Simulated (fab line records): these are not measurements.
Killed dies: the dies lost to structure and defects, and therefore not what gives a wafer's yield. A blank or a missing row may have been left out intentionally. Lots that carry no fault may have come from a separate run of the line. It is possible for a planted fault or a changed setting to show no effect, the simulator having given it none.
Matching of chambers -- flow n5Finfet -- 4 sister chambers for N5_BEOL_M6_STRIP_19 on rieDiel-02
The step strips in O2. 4 wafers are shown with their chamber, then 8 later ones without.

== EACH WAFER AND ITS CHAMBER ==
wafer,chamber,drypumpMotorCurrentA (A)
L083.6,0,6.5
L084.4,3,4.9
L084.5,1,5.7
L090.2,2,5.6

== WAFERS WHOSE CHAMBER IS MISSING ==
wafer,drypumpMotorCurrentA (A)
L090.5,6.5
L090.6,4.9
L094.2,4.9
L094.3,5.7
L094.5,6.4
L097.1,6.4
L097.3,5.6
L097.4,4.9

== CHAMBER TAKEN BY EACH ==
wafer,from the rows above,in truth
L090.5,0,0
L090.6,3,3
L094.2,3,3
L094.3,1,1
L094.5,0,0
L097.1,0,0
L097.3,2,2
L097.4,3,3
Placed correctly: 8 of 8. Can't be placed from these rows: 0. Wrongly placed: 0.
How it was worked out, from the rows above alone: a wafer's distance from a chamber is the root of the sum, over the readings, of the square of ((its reading less the chamber's mean) divided by the reading's scatter). If the next closest chamber is less than 2 further off than the closest, the wafer can't be placed; otherwise it belongs to the closest. For every chamber, the mean is computed from those of its wafers that are shown. The scatter (one wafer shown for each chamber): square how far every hidden wafer sits from the nearest shown wafer, average those squares and take the square root.
